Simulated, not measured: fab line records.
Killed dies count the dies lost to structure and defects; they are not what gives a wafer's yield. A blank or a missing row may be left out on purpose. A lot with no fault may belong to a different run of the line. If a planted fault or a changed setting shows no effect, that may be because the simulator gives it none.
Which tool did it? :: flow n5-finfet :: 32 wafers from 12 lots sampled at 3 of the route's 1938 steps

== WHAT EACH GAUGE READ, for each wafer ==
N5_BEOL_M4_RC_MEAS_101.
lot: L835
measured: day 8 00:02
on: prober-02
DIBL_N (mV/V): 35.3 36.1 36.5
DIBL_P (mV/V): 35.1 35.6 36.0
IOFF_N (nA/um): 0.145 0.159 0.167
IOFF_P (nA/um): 0.20 0.21 0.22
ION_N (uA/um): 682 679 675
ION_P (uA/um): 464 471 462
SS_N (mV/dec): 70.8 70.7 70.7
SS_P (mV/dec): 72.4 72.5 72.9
VT_N (mV): 250 248 249
VT_P (mV): -248 -247 -251

lot: L836
measured: day 8 04:13
on: prober-01
DIBL_N (mV/V): 32.7 35.3
DIBL_P (mV/V): 32.0 35.6
IOFF_N (nA/um): 0.112 0.149
IOFF_P (nA/um): 0.15 0.19
ION_N (uA/um): 668 671
ION_P (uA/um): 454 462
SS_N (mV/dec): 70.4 71.5
SS_P (mV/dec): 72.0 72.9
VT_N (mV): 253 249
VT_P (mV): -257 -253

lot: L846
measured: day 11 00:25
on: prober-02
DIBL_N (mV/V): 37.0 35.0 35.2
DIBL_P (mV/V): 34.4 33.2 32.7
IOFF_N (nA/um): 0.143 0.127 0.130
IOFF_P (nA/um): 0.18 0.17 0.16
ION_N (uA/um): 663 668 673
ION_P (uA/um): 460 463 459
SS_N (mV/dec): 71.6 70.7 71.0
SS_P (mV/dec): 73.0 72.5 72.9
VT_N (mV): 253 253 254
VT_P (mV): -253 -256 -257

lot: L851
measured: day 12 12:45
on: prober-02
DIBL_N (mV/V): 34.3 33.1 35.6
DIBL_P (mV/V): 35.0 34.0 37.1
IOFF_N (nA/um): 0.128 0.112 0.155
IOFF_P (nA/um): 0.18 0.17 0.21
ION_N (uA/um): 662 660 689
ION_P (uA/um): 465 458 472
SS_N (mV/dec): 71.2 71.3 71.4
SS_P (mV/dec): 72.5 72.6 73.0
VT_N (mV): 253 255 249
VT_P (mV): -251 -252 -252

lot: L852
measured: day 12 16:46
on: prober-01
DIBL_N (mV/V): 36.1 34.9
DIBL_P (mV/V): 36.7 35.5
IOFF_N (nA/um): 0.142 0.133
IOFF_P (nA/um): 0.19 0.18
ION_N (uA/um): 666 673
ION_P (uA/um): 457 463
SS_N (mV/dec): 71.4 71.2
SS_P (mV/dec): 73.5 72.8
VT_N (mV): 254 252
VT_P (mV): -251 -251

lot: L853
measured: day 12 16:40
on: prober-02
DIBL_N (mV/V): 35.7 38.5 37.5
DIBL_P (mV/V): 34.2 38.1 35.7
IOFF_N (nA/um): 0.147 0.206 0.178
IOFF_P (nA/um): 0.22 0.27 0.23
ION_N (uA/um): 666 692 697
ION_P (uA/um): 458 471 476
SS_N (mV/dec): 71.0 72.0 71.6
SS_P (mV/dec): 72.6 74.1 73.1
VT_N (mV): 250 245 249
VT_P (mV): -248 -246 -250

lot: L854
measured: day 13 12:14
on: prober-01
DIBL_N (mV/V): 33.4 32.2
DIBL_P (mV/V): 31.5 30.3
IOFF_N (nA/um): 0.118 0.107
IOFF_P (nA/um): 0.16 0.15
ION_N (uA/um): 669 668
ION_P (uA/um): 455 461
SS_N (mV/dec): 71.0 69.9
SS_P (mV/dec): 72.4 72.7
VT_N (mV): 252 255
VT_P (mV): -255 -254

lot: L855
measured: day 13 12:34
on: prober-02
DIBL_N (mV/V): 34.3 34.5
DIBL_P (mV/V): 34.8 34.4
IOFF_N (nA/um): 0.135 0.128
IOFF_P (nA/um): 0.20 0.18
ION_N (uA/um): 665 665
ION_P (uA/um): 463 462
SS_N (mV/dec): 71.1 70.9
SS_P (mV/dec): 73.0 73.1
VT_N (mV): 251 253
VT_P (mV): -249 -252

lot: L857
measured: day 13 21:29
on: prober-02
DIBL_N (mV/V): 36.5 35.6 36.0
DIBL_P (mV/V): 36.4 35.2 35.8
IOFF_N (nA/um): 0.155 0.144 0.139
IOFF_P (nA/um): 0.19 0.16 0.17
ION_N (uA/um): 671 678 670
ION_P (uA/um): 453 456 452
SS_N (mV/dec): 72.0 71.4 71.6
SS_P (mV/dec): 73.5 73.4 73.5
VT_N (mV): 250 251 249
VT_P (mV): -254 -257 -253

N5_MIM_TOP_LITHO_INSPECT_12: inspects for defects (macro).
lot: L835
measured: day 11 21:50
on: defect-inspect-02
raw-defect-count: 3 1 2

lot: L836
measured: day 12 08:20
on: defect-inspect-01
raw-defect-count: 4 3

lot: L846
measured: day 14 22:25
on: defect-inspect-01
raw-defect-count: 2 1 1

lot: L851
measured: day 16 04:13
on: defect-inspect-01
raw-defect-count: 2 2 7

lot: L852
measured: day 16 19:25
on: defect-inspect-01
raw-defect-count: 2 3

lot: L853
measured: day 16 17:15
on: defect-inspect-01
raw-defect-count: 1 3 1

lot: L854
measured: day 17 10:05
on: defect-inspect-02
raw-defect-count: 1 0

lot: L855
measured: day 17 09:29
on: defect-inspect-01
raw-defect-count: 3 3

lot: L857
measured: day 17 22:53
on: defect-inspect-02
raw-defect-count: 5 3 1

== WHICH TOOL RAN EACH LOT (tool, then ch and the chambers of the sampled wafers, then the start) ==
lot: L835
N5_MOL_CONTACT_COAG_WET_ETCH_26: wet-bench-03 ch 0,1,7, day 5 09:31

lot: L836
N5_MOL_CONTACT_COAG_WET_ETCH_26: wet-bench-01 ch 2,7, day 5 11:30

lot: L837
N5_MOL_CONTACT_COAG_WET_ETCH_26: wet-bench-06 ch 2,4,6, day 5 21:28

lot: L838
N5_MOL_CONTACT_COAG_WET_ETCH_26: wet-bench-06 ch 0,1,4, day 6 01:10

lot: L839
N5_MOL_CONTACT_COAG_WET_ETCH_26: wet-bench-03 ch 0,1,4, day 6 06:02

lot: L846
N5_MOL_CONTACT_COAG_WET_ETCH_26: wet-bench-01 ch 3,5,6, day 7 23:27

lot: L851
N5_MOL_CONTACT_COAG_WET_ETCH_26: wet-bench-03 ch 1,2,5, day 9 07:16

lot: L852
N5_MOL_CONTACT_COAG_WET_ETCH_26: wet-bench-06 ch 5,7, day 9 12:07

lot: L853
N5_MOL_CONTACT_COAG_WET_ETCH_26: wet-bench-06 ch 1,2,4, day 9 14:14

lot: L854
N5_MOL_CONTACT_COAG_WET_ETCH_26: wet-bench-06 ch 2,4, day 9 21:43

lot: L855
N5_MOL_CONTACT_COAG_WET_ETCH_26: wet-bench-06 ch 0,1, day 10 06:16

lot: L857
N5_MOL_CONTACT_COAG_WET_ETCH_26: wet-bench-06 ch 1,2,3, day 10 18:55
- N5_MOL_CONTACT_COAG_WET_ETCH_26: target Co, target depth 13 nm.

== AS READ BY THE TOOLS THEMSELVES (means over the sampled wafers that have a number; for cases with no such wafer, the mark the record gives instead) ==
The record holds no such reading with a usual standard deviation.

== THE ANSWER, worked out from the rows above alone ==
Rule: what is usual is taken from the lots themselves. Put in order of their means at a reading, lots are off if they are a third of the lots or fewer, leave a main group of 4 or more, and stand apart from it by a gap of 3 or more times the standard deviation of the main group's means; of several such gaps the widest counts. A main group whose means are all the same, to the digits that the tables above print for the reading, isn't used. Also off: a lot with no number at a reading for which 4 or more lots have one. The other lots that the step has rows for count as sound. First the gauges in route order, then the tools' own readings, where a lot's mean is used as printed above. The first step at which some lot is off is used, and at that step the reading that is off furthest; a lot without a number counts as furthest.
None of the lots is off at any reading shown; this tells nothing.

== WHAT THE SIMULATOR HAD INSERTED ==
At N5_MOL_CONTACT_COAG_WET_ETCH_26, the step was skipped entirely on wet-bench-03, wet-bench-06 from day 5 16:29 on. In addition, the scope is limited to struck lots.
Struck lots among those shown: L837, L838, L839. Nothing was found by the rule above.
